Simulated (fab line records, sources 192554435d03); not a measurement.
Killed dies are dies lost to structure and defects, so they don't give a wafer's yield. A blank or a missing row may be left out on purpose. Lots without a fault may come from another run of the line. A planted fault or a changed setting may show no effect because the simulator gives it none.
Chamber matching | flow n5_finfet | N5_BEOL_M1_STRIP_36 on rie_diel-04: 4 sister chambers
The step strips in N2/H2. 20 wafers are shown with their chamber, then 10 later ones without.

WAFERS WITH THEIR CHAMBER
wafer  | chamber | drypump_motor_current_A (A) | throttle_valve_pct (%) | showerhead_plenum_p_Torr (Torr)
L074.1 | 2       | 5.61                        | 23.53                  | 2.39
L074.4 | 1       | 6.03                        | 23.50                  | 2.49
L074.6 | 1       | 6.05                        | 23.49                  | 2.49
L076.1 | 0       | 5.51                        | 23.84                  | 2.41
L076.3 | 1       | 6.03                        | 23.49                  | 2.48
L076.5 | 2       | 5.64                        | 23.54                  | 2.39
L084.1 | 1       | 6.01                        | 23.49                  | 2.48
L084.2 | 2       | 5.63                        | 23.26                  | 2.71
L084.3 | 0       | 5.59                        | 23.81                  | 2.41
L086.3 | 2       | 5.64                        | 23.29                  | 2.70
L086.4 | 1       | 6.00                        | 23.53                  | 2.47
L086.6 | 2       | 5.61                        | 23.27                  | 2.71
L090.2 | 0       | 5.59                        | 23.86                  | 2.40
L090.5 | 0       | 5.53                        | 23.90                  | 2.40
L090.6 | 3       | 6.22                        | 24.00                  | 2.53
L091.1 | 1       | 6.03                        | 23.55                  | 2.47
L091.4 | 2       | 5.60                        | 23.27                  | 2.70
L091.5 | 2       | 5.62                        | 23.29                  | 2.70
L093.1 | 1       | 6.04                        | 23.53                  | 2.47
L093.3 | 0       | 5.54                        | 23.82                  | 2.40

SIGNATURES (means of the wafers above)
reading                  | chamber 0 | chamber 1 | chamber 2 | chamber 3 | scatter within a chamber
drypump_motor_current_A  | 5.5520    | 6.0271    | 5.6214    | 6.2200    | 0.0231
throttle_valve_pct       | 23.8460   | 23.5114   | 23.3500   | 24.0000   | 0.0812
showerhead_plenum_p_Torr | 2.4040    | 2.4786    | 2.6143    | 2.5300    | 0.0941
Rule: a wafer's distance from a chamber is the root of the sum, over the readings, of the square of ((its reading less the chamber's mean) divided by the reading's scatter). The wafer belongs to the nearest chamber; if the next one is less than 2 further off, it can't be placed. The scatter: the root of (the sum of the squares of (reading less its chamber's mean) over the shown wafers, divided by (wafers less chambers)).

WAFERS WITHOUT THEIR CHAMBER
wafer  | drypump_motor_current_A (A) | throttle_valve_pct (%) | showerhead_plenum_p_Torr (Torr)
L093.4 | 6.21                        | 24.01                  | 2.53
L095.1 | 6.02                        | 23.56                  | 2.47
L095.2 | 5.61                        | 23.28                  | 2.70
L095.3 | 6.20                        | 23.98                  | 2.53
L096.1 | 5.57                        | 23.30                  | 2.70
L096.4 | 6.02                        | 23.54                  | 2.47
L096.5 | 5.60                        | 23.32                  | 2.70
L097.2 | 5.60                        | 23.28                  | 2.70
L097.4 | 6.24                        | 24.01                  | 2.53
L097.5 | 6.03                        | 23.55                  | 2.47

WHICH CHAMBER EACH WENT THROUGH
wafer  | from the rows above | in truth
L093.4 | 3                   | 3
L095.1 | 1                   | 1
L095.2 | 2                   | 2
L095.3 | 3                   | 3
L096.1 | 2                   | 2
L096.4 | 1                   | 1
L096.5 | 2                   | 2
L097.2 | 2                   | 2
L097.4 | 3                   | 3
L097.5 | 1                   | 1
Placed correctly: 10 of 10. Can't be placed from these rows: 0. Placed wrongly: 0.
